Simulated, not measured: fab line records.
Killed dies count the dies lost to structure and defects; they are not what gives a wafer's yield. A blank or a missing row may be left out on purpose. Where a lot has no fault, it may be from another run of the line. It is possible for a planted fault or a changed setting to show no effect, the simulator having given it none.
Comparing a struck lot with a sound one :: flow n5 finfet :: 22 out of 1938 route steps
Sound: the wafers L301.2, L301.4, L301.5. Struck: wafers L316.1, L316.2, L316.5. Last of all comes the cause.
Order at every step that has rows: each side's tool, ch and its chambers, its first start. Under that, the readings that differ: sound wafers :: struck wafers :: difference of the means :: sigmas: that difference in standard deviations of wafers without a fault.
alike: words and numbers the same on both sides, and readings whose means are apart by under 2 such deviations; not compared: readings that were withheld, readings missing a value for some wafer, numbers with overlapping values and no deviation given by the record, and bounds like >300 which may hide the same value.
A row with sigmas, a row that says differs or no value, or rows on one side alone: a step with any of these is where the two part. When numbers do not overlap yet have no deviation, they are printed without sigmas and do not part them. A reading missing from all wafers of one side parts the sides only when that side holds two or more wafers.

first, 1 step without rows for these wafers: N5_BEOL_M1_ANNEAL_87 (time 240 s).
N5_BEOL_M1_SPUTTER_88: material Cu, target thk 4.5 nm, time 8.29 s.
  sound on pvd sputter-02, day 7 09:27; struck on pvd sputter-02, day 10 20:58
  alike: throttle valve pct
then, 4 steps without rows for these wafers: N5_BEOL_M1_ANNEAL_89 (time 240 s); N5_BEOL_M1_SPUTTER_90 (material Cu, target thk 4.5 nm, time 8.29 s); N5_BEOL_M1_ANNEAL_91 (time 240 s); N5_BEOL_M1_SPUTTER_92 (material Cu, target thk 4.5 nm, time 8.29 s).
N5_BEOL_M1_ANNEAL_93: time 240 s.
  sound on pvd sputter-02, day 7 09:58; struck on pvd sputter-02, day 10 21:29
  alike: heater power w
N5_BEOL_M1_SPUTTER_94: material Cu, target thk 4.5 nm, time 8.29 s.
  sound on pvd sputter-02, day 7 10:07; struck on pvd sputter-02, day 10 21:37
  alike: throttle valve pct
then, 1 step without rows for these wafers: N5_BEOL_M1_ANNEAL_95 (time 240 s).
N5_BEOL_M1_SPUTTER_96: material Cu, target thk 4.5 nm, time 8.29 s.
  sound on pvd sputter-02, day 7 10:20; struck on pvd sputter-02, day 10 21:50
  alike: throttle valve pct
then, 1 step without rows for these wafers: N5_BEOL_M1_ECD_50 (material Cu, target thk 300 nm).
N5_BEOL_M1_ANNEAL_51: time 90 s.
  sound on rtp anneal-02 ch 0, day 7 10:34; struck on rtp anneal-01 ch 0, day 10 22:02
  alike: wafer_temp_C_max
N5_BEOL_M1_CMP_52: polishes, stops on SiOC, t overpolish 6.8 s, target thk 40 nm.
  sound on cmp-01 ch 0,2,3, day 7 10:54; struck on cmp-01 ch 1,2, day 10 22:20
  no value came back on the struck wafers for any of 6 readings (barrier field endpoint s (s), clearing platen down force psi (psi) and others); on the sound wafers barrier field endpoint s (s) reads 24.1 24.9 24.8
reading: model.Cu_of_BEOL_M1_ECD_50.thk nm (nm)
sound: 40.2 40.4 41.6
struck: 298.2 300 299
difference: +258.3
sigmas: 

reading: model.SiO2_of_BEOL_M1_PECVD_72.thk nm (nm)
sound: 0 0 0
struck: 15.8 15.6 15.8
difference: +15.7
sigmas: 
N5_BEOL_M1_THK_MEAS_53: measures by xrf.
  sound on film metro-02, day 7 11:07; struck on film metro-02, day 10 22:38
reading: M1_THK (nm)
sound: 39.8 39.8 41.4
struck: 299.2 300.0 299.4
difference: +259.2
sigmas: +99 or more
then, 4 steps without rows for these wafers: N5_BEOL_M1_PRE_CLEAN_60 (time 15 s); N5_BEOL_M1_CO_CAP_55 (material Co, precursor CCTBA/H2, target thk 2 nm, time 102.1 s); N5_BEOL_M1_PRE_CLEAN_56 (time 15 s); N5_BEOL_M1_DEP_57 (deposits SiCN from 3MS/NH3, target thk 8 nm, time 14 s).
N5_BEOL_M1_RS_MEAS_58: a four-point-probe measurement.
  sound on film metro-02, day 7 11:23; struck on film metro-01, day 10 22:53
reading: M1_RS (ohm/sq)
sound: 0.66 0.66 0.64
struck: 0.06 0.06 0.06
difference: -0.59
sigmas: -15
N5_BEOL_M1_INSPECT_59: inspects for defects (darkfield).
  sound on defect inspect-02, day 7 11:25; struck on defect inspect-02, day 10 22:55
reading: raw defect count
sound: 110 73 88
struck: 1616 1710 1604
difference: +1553
sigmas: +71
N5_BEOL_M4_RC_MEAS_101:
  the record has rows for the sound wafers here (prober-02 ch 0, day 8 23:05) and none for the struck ones
-- record jumps: 7 days separate the struck wafers' starts on either side; left off in module BEOL_M4, taken up again in module PASSIVATION, whose first shown step is the route's number 1936 --
N5_PASSIVATION_PROBE_49:
  the record has rows for the struck wafers here (prober-02, day 17 14:58) and none for the sound ones

WHERE THEY PART
First at N5_BEOL_M1_CMP_52; last, within this record, at N5_PASSIVATION_PROBE_49.

WHY: what the simulator had put in
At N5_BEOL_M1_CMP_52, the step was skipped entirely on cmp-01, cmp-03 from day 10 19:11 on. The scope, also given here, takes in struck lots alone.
